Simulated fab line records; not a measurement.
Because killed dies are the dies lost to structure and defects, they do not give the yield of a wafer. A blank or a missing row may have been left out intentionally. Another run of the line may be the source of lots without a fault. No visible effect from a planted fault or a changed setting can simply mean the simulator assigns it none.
Comparing a struck lot with a sound one    flow nandHarc    15 out of 1159 route steps
Sound: the wafers L315.1, L315.2, L315.5. Wafers struck: L323.2, L323.3, L323.4. The cause is given at the end.
Each step with rows lists, per side, the tool, then ch with its chambers, then its first start. Under that, the readings that differ: sound wafers    struck wafers    difference of the means    sigmas: that difference in standard deviations of wafers without a fault.
alike: a reading whose means differ by less than 2 such deviations, as well as words and numbers matching on both sides. not compared: withheld readings; readings where some wafer has no value; bounds like >300 that might hide an equal value; numbers whose values overlap and for which the record gives no deviation.
A row with sigmas, a row that says differs or no value, or rows on one side alone: a step with any of these is where the two part. Numbers that have no deviation but don't overlap get no sigmas and don't part them. Lack of a reading on every wafer of one side parts them only where that side has two or more wafers.

first, 1 step without rows for these wafers: NHARC_A_BLC_ETCH_16 (etches the open film in CF4, target depth 39 nm, time 65 s).
NHARC_A_BLC_ETCH_17: etches the open film in N2/H2, target depth 390 nm, time 609.38 s.
  sound: rieDiel-06 ch 0,1,3; struck: rieDiel-09 ch 0,1,2
  alike: drypumpMotorCurrentA, oesProductAu, rfVppV, showerheadPlenumPTorr, throttleValvePct
  not compared: rfHoursCounterH
NHARC_A_BLC_ETCH_18: etches the open film in C4F8/O2/Ar, target depth 910 nm.
  sound: rieDiel-06 ch 0,2,3; struck: rieDiel-09 ch 0,1,3
  alike: oesProductAu, rfVppV
  not compared: rfHoursCounterH
NHARC_A_BLC_CD_MEAS_19:
  struck on cdSem-01, day 21 21:29; sound on cdSem-03, day 19 17:30
reading    sound           struck             difference  sigmas
cdNm (nm)  94.6 97.4 98.1  100.3 102.9 101.8  +5.0        +3
then, 1 step without rows for these wafers: NHARC_A_BLC_STRIP_29 (strips in CF4).
NHARC_A_BLC_STRIP_21: strips in O2.
  sound on rieDiel-09 ch 0,1, day 19 17:41; struck on rieDiel-09 ch 1,2,3, day 21 21:41
  alike: drypumpMotorCurrentA, oesProductAu, rfVppV, showerheadPlenumPTorr, throttleValvePct
  not compared: rfHoursCounterH
then, 1 step without rows for these wafers: NHARC_A_BLC_STRIP_22 (strips in post etch residue remover, time 600 s).
NHARC_A_BLC_DEGAS_30: time 60 s.
  struck on pvdSputter-01, day 21 22:06; sound on pvdSputter-02, day 19 18:06
  alike: heaterPowerW
then, 1 step without rows for these wafers: NHARC_A_BLC_PRE_CLEAN_31 (time 15 s).
NHARC_A_BLC_PVD_32: deposits Ti, target thk 5 nm, time 17.7 s.
  sound on pvdSputter-02; struck on pvdSputter-01
  alike: throttleValvePct
then, 2 steps without rows for these wafers: NHARC_A_BLC_ALD_23 (deposits TiN, target thk 3 nm, pulse time 1 s, ald cycles 150); NHARC_A_BLC_CVD_24 (deposits W, target thk 150 nm, time 434 s).
NHARC_A_BLC_CMP_25: polishes, t overpolish 30 s, target thk 150 nm.
  sound on cmp-04 ch 0,1,3, day 20 02:19; struck on cmp-01 ch 0,1,2, day 22 03:56
  no value came back on the struck wafers for any of 6 readings (edgeZonePressureFrac, motorCurrentA (A) and others); on the sound wafers edgeZonePressureFrac reads 0.999 0.994 1.004
following that, these wafers have no rows for 1 step: NHARC_A_BLC_SRD_27.
NHARC_A_BLC_INSPECT_28:
  struck on defectInspect-02, day 22 04:19; sound on defectInspect-01, day 20 02:41
reading         sound        struck          difference  sigmas
rawDefectCount  424 417 640  6560 6551 6566  +6065       +47

== WHERE THEY PART ==
Earliest at NHARC_A_BLC_CD_MEAS_19; latest, in this record, at NHARC_A_BLC_INSPECT_28.

WHY: what had been put in by the simulator
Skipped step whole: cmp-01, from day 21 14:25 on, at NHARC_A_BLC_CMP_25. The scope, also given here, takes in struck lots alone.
